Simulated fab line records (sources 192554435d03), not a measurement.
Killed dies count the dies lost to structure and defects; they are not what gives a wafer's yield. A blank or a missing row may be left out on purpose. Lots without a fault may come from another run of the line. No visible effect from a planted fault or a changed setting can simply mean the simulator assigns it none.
Comparing a struck lot with a sound one / flow n5Finfet / 15 steps out of a route of 1938
Sound: these wafers, L758.1, L758.2, L758.4. Struck: wafers L763.2, L763.4 (left out: L763.5, a lot-mate that was not struck); the cause follows at the end.
At each step with rows: each side's tool, then ch and its chambers, then its first start. Under that, the readings that differ: sound wafers / struck wafers / difference of the means / sigmas: that difference in standard deviations of wafers without a fault.
alike: readings with means less than 2 such deviations apart, plus words and numbers identical on both sides. not compared: withheld readings, readings lacking a value on some wafer, bounds such as >300 that could conceal the same value, and numbers that have no deviation in the record and whose values overlap.
The two part at a step that has a row with sigmas, a row that says differs or no value, or rows on one side only. Non-overlapping numbers with no deviation appear without sigmas and do not part them. Lack of a reading on every wafer of one side parts them only where that side has two or more wafers.

N5_BEOL_M5_TRENCH_ETCH_37: etches SiCOH lowk in C4F6/O2, target depth 71.652 nm, time 24.7 s.
  sound: rieDiel-06 ch 0,1,2; struck: rieDiel-05 ch 0,1
  alike: drypumpMotorCurrentA, oes_f_703_au, oesProductAu, rfVppV, showerheadPlenumPTorr, throttleValvePct
  not compared: rfHoursCounterH
then, 1 step without rows for these wafers: N5_BEOL_M5_ETCH_41 (etches SiCN in CH3F/O2, target depth 31.5 nm, time 56.7 s).
N5_BEOL_M5_STRIP_91: strips in N2/H2, time 10 s.
  sound: rieDiel-06 ch 0,1,2; struck: rieDiel-05 ch 0,1
  alike: drypumpMotorCurrentA, oesProductAu, rfVppV, showerheadPlenumPTorr, throttleValvePct
  not compared: rfHoursCounterH
N5_BEOL_M5_OCD_MEAS_38:
  sound on ocd-02 at day 9 02:08; struck on ocd-01 at day 10 07:53
  alike: trenchDepthNm
then, 4 steps without rows for these wafers: N5_BEOL_M5_HM_STRIP_39 (strips TiN in peroxide tin strip, target depth 25 nm, time 158 s); N5_BEOL_M5_SRD_40 (time 30 s); N5_BEOL_M5_PRECLEAN_42 (cleans in residue remover, time 60 s); N5_BEOL_M5_SRD_43 (time 30 s).
N5_BEOL_M5_CD_MEAS_35: target cd 28 nm, target cd y 24 nm.
  sound on cdSem-03 at day 9 02:17; struck on cdSem-01 at day 10 08:05
  alike: cdNm
N5_BEOL_M5_CURE_80: cures SiCOH lowk, time 120 s.
  sound on uvCure-02 ch 0, day 9 02:20; struck on uvCure-03 ch 1, day 10 08:10
reading=wafer_temp_C_max; sound=372.6 373.2 374.3; struck=371.8 371.5; difference=-1.7; sigmas=-2
  alike: lampPowerPct
N5_BEOL_M5_DEGAS_44: time 60 s.
  sound on pvdSputter-01 at day 9 03:14; struck on pvdSputter-01 at day 10 08:43
  alike: heaterPowerW
N5_BEOL_M5_PRE_CLEAN_45: time 30 s.
  sound on pvdSputter-01 at day 9 03:16; struck on pvdSputter-01 at day 10 08:46
  alike: heaterPowerW
N5_BEOL_M5_ALD_86: deposits TaN, pulse time 2 s, purge time 3 s, co reactant purge time 2 s.
  sound on aldMetal-01 ch 0,1,2, day 9 03:21; struck on aldMetal-02 ch 1,3, day 10 08:49
reading=coReactantPulseTimeS (s); sound=3 3 3; struck=2.8081 2.8081; difference=-0.1919; sigmas=
  alike: chamberPressureTorr, heaterPowerW, precursorVesselPressureTorr, precursorVesselTempC
next, for these wafers, 1 step has no rows: N5_BEOL_M5_SURFACE_TREAT_87.
-- here the record skips 4 days between the struck wafers' starts before and after, leaving off in module BEOL_M5 and picking up in module PASSIVATION (first step shown: number 1936 of the route) --
N5_PASSIVATION_PROBE_49:
  record: rows for the struck wafers here (prober-02, day 14 18:52), none for the sound ones

WHERE THEY PART
First at N5_BEOL_M5_CURE_80; last, within this record, at N5_PASSIVATION_PROBE_49.

WHY: what the simulator had put in
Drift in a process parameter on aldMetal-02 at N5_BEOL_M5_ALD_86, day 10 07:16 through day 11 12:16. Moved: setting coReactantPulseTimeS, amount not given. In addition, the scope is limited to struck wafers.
